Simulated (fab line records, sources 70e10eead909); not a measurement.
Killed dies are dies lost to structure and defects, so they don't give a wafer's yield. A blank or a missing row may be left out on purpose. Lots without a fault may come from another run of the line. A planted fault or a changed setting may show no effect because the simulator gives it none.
fab line records | flow nand_harc
record lots=12 wafers=36 last_day=33
route steps=1302 shown A_CONTACT@1078 A_BLC@1119 END@1302
lots that met no fault: from a run of the same line without faults
start_h: hours from the record's first day to the start of the lot's first wafer shown | wait_h: hours since the lot's step before | " the same as in the row above | L1.1+2: a row that stands for several wafers | - no value, or no start given | * or withheld: withheld | < > ~ a bound
route shown NAME@n: a module of which the file shows steps, and the number in the route of the first | usual: mean/standard deviation of fault-free wafers | same: alike in all rows | chamber/n: place in a boat | sites: the reading at each site | _std_site: their standard deviation | _edge_site: outer sites' mean less inner sites' | radius_mm: how far each site lies from the wafer's centre | mask NAME#n: copy n | behind: the tool/chamber that last shaped the wafer | hold: why the lot was held/for how many hours/how that ended | device: the transistor (n, p or np) that didn't switch | end of line: the same wafers' tests at the end of the route | a step without rows: its recipe alone | killed: dies lost to structure and defects at the first sort, not the wafer's yield | map: a wafer's dies, x killed, . not, _ none there
set.NAME: the setting as run; set.NAME@STEP: as run at that earlier step | model.NAME: the simulator's own value behind a step, which no gauge read
steps of the route over a sample of lots; a table a step, a row a wafer
services: from which hour (start_h, from the record's first day; less than 0 if before it) a tool's chamber was out of use, for how many hours, and why
## steps
# step NHARC_A_CONTACT_CD_MEAS_08
# recipe target_cd_nm=200 landing_energy_ev=500
# usual cd_nm=199.9/0.49
# columns lot.wafer tool chamber start_h wait_h cd_nm
L823.2 cd_sem-03 0 522.04 - 199.8
L823.3 " 0 " " 200.6
L823.6 " 0 " " 199.7
L826.2 cd_sem-03 0 541.38 - 200.3
L826.4 " 0 " " 199.8
L826.5 " 0 " " 199.9
L825.2 cd_sem-01 0 543.96 - 200.4
L825.3 " 0 " " 199.9
L825.6 " 0 " " 199.9
L827.1 cd_sem-02 0 558.37 - 200.2
L827.3 " 0 " " 200.4
L827.6 " 0 " " 200.5
L829.1 cd_sem-03 0 586.43 - 199.0
L829.2 " 0 " " 199.1
L829.4 " 0 " " 199.1
L836.1 cd_sem-01 0 653.10 - 199.4
L836.5 " 0 " " 198.7
L836.6 " 0 " " 199.7
L838.1 cd_sem-02 0 660.67 - 199.6
L838.5 " 0 " " 199.5
L838.6 " 0 " " 199.3
L843.1 cd_sem-02 0 702.60 - 200.0
L843.2 " 0 " " 200.1
L843.3 " 0 " " 200.2
L842.1 cd_sem-02 0 703.97 - 199.9
L842.2 " 0 " " 200.3
L842.4 " 0 " " 200.0
L844.1 cd_sem-01 0 726.34 - 200.3
L844.3 " 0 " " 201.0
L844.4 " 0 " " 200.3
L845.2 cd_sem-02 0 734.37 - 199.2
L845.4 " 0 " " 199.4
L845.6 " 0 " " 198.9
L846.1 cd_sem-03 0 736.23 - 200.0
L846.3 " 0 " " 200.1
L846.4 " 0 " " 200.1
# step NHARC_A_CONTACT_ETCH_135
# recipe source_w=withheld pressure_mtorr=20 bias_v=1200 time_s=311 target_depth_a=19120 ar_flow_sccm=withheld c4f8_flow_sccm=withheld o2_flow_sccm=withheld chemistry=C4F8/O2/Ar
# columns lot.wafer tool chamber start_h wait_h rf_hours_counter_h
L823.2 har_cap_etch-03 1 523.63 0.2 48
L823.3 " 0 " " -
L823.6 " 1 " " -
L826.2 har_cap_etch-03 1 542.96 0.2 51
L826.4 " 1 " " -
L826.5 " 1 " " -
L825.2 har_cap_etch-02 1 545.51 0.2 95
L825.3 " 0 " " -
L825.6 " 1 " " -
L827.1 har_cap_etch-02 1 559.93 0.2 96
L827.3 " 0 " " -
L827.6 " 1 " " -
L829.2 har_cap_etch-01 0 587.95 0.2 14
L829.1 " 1 " " 14
L829.4 " 0 " " -
L836.1 har_cap_etch-03 1 655.70 0.2 71
L836.6 " 0 " " -
L836.5 " 1 " " -
L838.1 har_cap_etch-02 0 662.28 0.2 118
L838.5 " 1 " " -
L838.6 " 0 " " -
L843.2 har_cap_etch-01 1 704.12 0.2 35
L843.1 " 0 " " 35
L843.3 " 0 " " -
L842.2 har_cap_etch-02 0 705.48 0.2 126
L842.1 " 1 " " 126
L842.4 " 1 " " -
L844.1 har_cap_etch-02 0 728.09 0.2 130
L844.4 " 0 " " -
L844.3 " 1 " " -
L845.2 har_cap_etch-03 0 735.92 0.2 86
L845.4 " 0 " " -
L845.6 " 0 " " -
L846.1 har_cap_etch-03 1 737.78 0.2 87
L846.4 " 0 " " -
L846.3 " 1 " " -
# step NHARC_A_CONTACT_ETCH_137
# recipe source_w=withheld pressure_mtorr=20 bias_v=1200 time_s=311 target_depth_a=19120 ar_flow_sccm=withheld c4f8_flow_sccm=withheld o2_flow_sccm=withheld chemistry=C4F8/O2/Ar
# columns lot.wafer tool chamber start_h wait_h rf_hours_counter_h
L823.2 har_cap_etch-03 1 524.17 0.2 48
L823.3 " 0 " " -
L823.6 " 1 " " -
L826.2 har_cap_etch-03 1 543.51 0.2 51
L826.4 " 1 " " -
L826.5 " 1 " " -
L825.2 har_cap_etch-02 1 546.06 0.2 96
L825.3 " 0 " " -
L825.6 " 1 " " -
L827.1 har_cap_etch-02 1 560.47 0.2 97
L827.3 " 0 " " -
L827.6 " 1 " " -
L829.2 har_cap_etch-01 0 588.50 0.2 15
L829.1 " 1 " " 15
L829.4 " 0 " " -
L836.1 har_cap_etch-03 1 656.25 0.2 72
L836.6 " 0 " " -
L836.5 " 1 " " -
L838.1 har_cap_etch-02 0 662.82 0.2 118
L838.5 " 1 " " -
L838.6 " 0 " " -
L843.2 har_cap_etch-01 1 704.67 0.2 35
L843.1 " 0 " " 35
L843.3 " 0 " " -
L842.2 har_cap_etch-02 0 706.03 0.2 127
L842.1 " 1 " " 127
L842.4 " 1 " " -
L844.1 har_cap_etch-02 0 728.62 0.2 130
L844.4 " 0 " " -
L844.3 " 1 " " -
L845.2 har_cap_etch-03 0 736.46 0.2 87
L845.4 " 0 " " -
L845.6 " 0 " " -
L846.1 har_cap_etch-03 1 738.33 0.2 88
L846.4 " 0 " " -
L846.3 " 1 " " -
# step NHARC_A_CONTACT_CMP_20
# recipe t_overpolish_s=30 target_thk_nm=300
# usual motor_current_A=12.3/0.77 overpolish_run_s=29.999/0.0083 time_to_endpoint_s=60.0/2.7
# columns lot.wafer tool chamber start_h wait_h motor_current_A overpolish_run_s time_to_endpoint_s
L823.2 cmp-04 3 527.72 0.7 11.9 29.989 64.5
L823.3 " 0 " " 13.1 29.986 62.8
L823.6 " 1 " " 13.2 30.010 63.1
L826.4 cmp-02 2 546.97 0.5 11.5 30.010 65.6
L826.2 " 3 " " 13.2 29.987 62.2
L826.5 " 2 " " 12.0 30.002 59.4
L825.2 cmp-02 1 549.43 0.8 12.9 29.999 60.8
L825.3 " 2 " " 12.1 29.997 59.9
L825.6 " 0 " " 11.8 29.998 59.4
L827.3 cmp-02 3 563.78 0.5 13.0 29.990 61.7
L827.1 " 2 " " 11.9 29.993 61.5
L827.6 " 0 " " 11.8 29.991 57.7
L829.1 cmp-02 3 591.95 0.6 12.7 29.994 59.1
L829.2 " 1 " " 12.9 29.992 56.3
L829.4 " 2 " " 12.2 29.991 58.1
L836.1 cmp-03 0 659.74 0.6 12.8 30.000 61.0
L836.6 " 0 " " 12.6 30.005 63.7
L836.5 " 1 " " 13.0 29.985 60.7
L838.1 cmp-03 1 666.33 0.6 13.3 30.012 54.6
L838.5 " 1 " " 12.5 30.006 55.5
L838.6 " 2 " " 10.8 30.002 55.5
L843.2 cmp-02 3 708.04 0.7 13.1 30.000 60.9
L843.3 " 0 " " 12.7 29.997 59.5
L843.1 " 1 " " 12.3 29.998 59.2
L842.1 cmp-02 1 709.47 0.7 12.4 30.000 61.6
L842.4 " 3 " " 13.0 30.005 63.0
L842.2 " 0 " " 12.1 30.005 58.6
L844.4 cmp-02 2 732.72 0.7 11.4 29.999 61.6
L844.1 " 3 " " 13.2 30.006 62.7
L844.3 " 0 " " 12.1 30.018 59.2
L845.4 cmp-03 0 740.28 0.6 12.8 30.017 61.7
L845.2 " 1 " " 13.6 30.008 63.9
L845.6 " 2 " " 10.5 30.002 65.5
L846.3 cmp-04 2 741.64 0.4 12.4 29.992 60.1
L846.1 " 0 " " 12.5 30.008 59.5
L846.4 " 1 " " 13.2 29.994 62.6
# step NHARC_A_CONTACT_INSPECT_23
# usual raw_defect_count=536/140
# columns lot.wafer tool chamber start_h wait_h raw_defect_count
L823.2 defect_inspect-01 - 528.07 0.1 434
L823.3 " - " " 448
L823.6 " - " " 431
L826.2 defect_inspect-01 - 547.38 0.1 474
L826.4 " - " " 840
L826.5 " - " " 693
L825.2 defect_inspect-01 - 549.78 0.1 898
L825.3 " - " " 533
L825.6 " - " " 462
L827.1 defect_inspect-01 - 564.19 0.1 541
L827.3 " - " " 410
L827.6 " - " " 546
L829.1 defect_inspect-01 - 592.35 0.1 1046
L829.2 " - " " 815
L829.4 " - " " 629
L836.1 defect_inspect-01 - 660.14 0.1 929
L836.5 " - " " 1161
L836.6 " - " " 805
L838.1 defect_inspect-01 - 666.73 0.1 975
L838.5 " - " " 874
L838.6 " - " " 958
L843.1 defect_inspect-01 - 708.42 0.1 488
L843.2 " - " " 380
L843.3 " - " " 408
L842.1 defect_inspect-01 - 709.88 0.1 588
L842.2 " - " " 570
L842.4 " - " " 551
L844.1 defect_inspect-02 - 733.10 0.1 360
L844.3 " - " " 481
L844.4 " - " " 400
L845.2 defect_inspect-01 - 740.63 0.1 637
L845.4 " - " " 481
L845.6 " - " " 497
L846.1 defect_inspect-01 - 742.05 0.1 877
L846.3 " - " " 419
L846.4 " - " " 745
# step NHARC_A_BLC_INSPECT_12
# usual raw_defect_count=90/35
# columns lot.wafer tool chamber start_h wait_h raw_defect_count
L823.2 defect_inspect-02 - 528.71 0.0 92
L823.3 " - " " 92
L823.6 " - " " 87
L826.2 defect_inspect-01 - 547.89 0.0 70
L826.4 " - " " 80
L826.5 " - " " 65
L825.2 defect_inspect-02 - 550.41 0.0 152
L825.3 " - " " 162
L825.6 " - " " 170
L827.1 defect_inspect-02 - 564.69 0.0 65
L827.3 " - " " 85
L827.6 " - " " 77
L829.1 defect_inspect-01 - 592.85 0.0 67
L829.2 " - " " 80
L829.4 " - " " 68
L836.1 defect_inspect-01 - 660.78 0.0 523
L836.5 " - " " 539
L836.6 " - " " 487
L838.1 defect_inspect-01 - 667.24 0.0 535
L838.5 " - " " 499
L838.6 " - " " 539
L843.1 defect_inspect-02 - 709.05 0.0 75
L843.2 " - " " 75
L843.3 " - " " 63
L842.1 defect_inspect-02 - 710.38 0.0 135
L842.2 " - " " 130
L842.4 " - " " 123
L844.1 defect_inspect-01 - 733.60 0.0 78
L844.3 " - " " 89
L844.4 " - " " 82
L845.2 defect_inspect-01 - 741.27 0.0 100
L845.4 " - " " 74
L845.6 " - " " 100
L846.1 defect_inspect-02 - 742.68 0.0 92
L846.3 " - " " 64
L846.4 " - " " 88
# step NHARC_END_SORT_01
# recipe temp_c=25
# usual killed_at_array=55/17 killed_at_other=1.1/1.4 killed_at_periphery=3.9/3 killed_dies=59/17 killed_open=3.5/2 killed_short=2.6/1.6
# same gross_dies=677
# columns lot.wafer tool chamber start_h wait_h killed_at_array killed_at_other killed_at_periphery killed_dies killed_open killed_short
L836.1 prober-01 0 704.85 2.5 338 0 2 340 7 3
L836.5 prober-01 0 708.01 3.7 347 0 2 349 2 3
L836.6 prober-01 0 708.80 4.0 325 1 1 327 2 0
L838.1 prober-02 0 709.97 2.4 359 0 0 359 1 1
L838.5 prober-02 0 713.20 3.7 325 0 0 325 2 1
L838.6 prober-02 0 714.01 4.0 341 0 2 343 2 1
# killed by level:class
L836.1 A_CONTACT:unspecified=284 A_SLIT:chamber_film_flake=23 A_CHANNEL_HOLE_D2:chamber_film_flake=11 A_CHANNEL_HOLE_D1:chamber_film_flake=10 P_CONTACT:geometric_particle:open=1 P_M1:geometric_particle:open=1 A_SOURCE_PLATE:geometric_particle:short=1 A_ONON_D1:geometric_particle:open=1
L836.5 A_CONTACT:unspecified=302 A_SLIT:chamber_film_flake=21 A_CHANNEL_HOLE_D2:chamber_film_flake=11 A_CHANNEL_HOLE_D1:chamber_film_flake=5 A_CONTACT:chamber_film_flake=3 P_M0:geometric_particle:short=1 A_ONON_D2:geometric_particle:open=1 A_CHANNEL_FILL_D2:geometric_particle:short=1
L836.6 A_CONTACT:unspecified=278 A_SLIT:chamber_film_flake=21 A_CHANNEL_HOLE_D2:chamber_film_flake=15 A_CHANNEL_HOLE_D1:chamber_film_flake=7 A_SOURCE_PLATE:geometric_particle:open=1 A_CONTACT:geometric_particle:open=1 P_CONTACT:chamber_film_flake=1 A_STAIRCASE:chamber_film_flake=1
L838.1 A_CONTACT:unspecified=318 A_CHANNEL_HOLE_D1:chamber_film_flake=19 A_CHANNEL_HOLE_D2:chamber_film_flake=14 A_SLIT:chamber_film_flake=2 A_CONTACT:chamber_film_flake=2 A_DECK1_JOINT:geometric_particle:short=1 A_CHANNEL_FILL_D2:geometric_particle:open=1 A_DECK1_JOINT:chamber_film_flake=1
L838.5 A_CONTACT:unspecified=282 A_CHANNEL_HOLE_D2:chamber_film_flake=20 A_CHANNEL_HOLE_D1:chamber_film_flake=18 A_ONON_D1:geometric_particle:short=1 A_DECK1_JOINT:geometric_particle:open=1 A_BLC:geometric_particle:open=1 A_SLIT:chamber_film_flake=1 A_CONTACT:chamber_film_flake=1
L838.6 A_CONTACT:unspecified=299 A_CHANNEL_HOLE_D2:chamber_film_flake=19 A_CHANNEL_HOLE_D1:chamber_film_flake=11 A_CONTACT:chamber_film_flake=4 A_DECK1_JOINT:chamber_film_flake=3 P_CONTACT:geometric_particle:short=1 A_CHANNEL_FILL_D1:geometric_particle:open=1 A_CONTACT:geometric_particle:open=1
## services
# columns tool chamber start_h hours kind
cmp-04 - 503.15 4.0 pm
cmp-03 - 514.97 10.9 repair
cmp-02 - 526.55 4.0 pm
cmp-02 - 530.55 - consumable_replace:conditioner
cmp-02 - 530.55 - consumable_replace:pad
cmp-03 - 554.00 4.0 pm
cmp-02 - 554.22 3.2 repair
cmp-04 - 555.30 0.7 repair
cmp-04 - 566.16 4.4 repair
cmp-04 - 585.14 1.2 repair
cmp-04 - 601.15 4.0 pm
har_cap_etch-01 - 616.27 0.9 repair
cmp-03 - 618.06 2.4 repair
cmp-02 - 624.55 4.0 pm
cmp-02 - 628.55 - consumable_replace:conditioner
cmp-02 - 628.55 - consumable_replace:pad
har_cap_etch-02 - 631.68 0.3 repair
cmp-04 - 637.47 1.3 repair
cmp-03 - 652.00 4.0 pm
cmp-02 - 666.23 1.8 repair
cmp-04 - 699.15 4.0 pm
cmp-04 - 708.03 18.8 repair
cmp-03 - 714.75 0.9 repair
cmp-02 - 722.55 4.0 pm
## key
first_sign step=NHARC_A_CONTACT_INSPECT_23 reading=raw_defect_count direction=up sigmas=2.9 usual=536 struck=950
effect step=NHARC_A_BLC_INSPECT_12 reading=raw_defect_count direction=up sigmas=12 usual=90 struck=520
effect step=NHARC_END_SORT_01 reading=killed_at_array direction=up sigmas=17 usual=55 struck=339
more_kills_born_at NHARC_A_CONTACT_CMP_20@cmp-03=1763
met_at NHARC_A_CONTACT_CMP_20
struck_lots L836,L838
tester_left_out L836,L838
not_acting_at NHARC_A_CONTACT_CD_MEAS_08,NHARC_A_CONTACT_ETCH_135,NHARC_A_CONTACT_ETCH_137
fault kind=chamber_particle_source tool=cmp-03 chamber=- onset_h=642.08 steps=NHARC_A_CONTACT_CMP_20 rate_per_visit_cm2=0.66398 end_h=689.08
# tester_left_out: of these lots the tester's yield and bins aren't shown, on N5 and GAA mostly nor the transistor test; their killed dies are dies lost to structure and defects alone, not to doping, threshold or leakage, so they don't give the yield
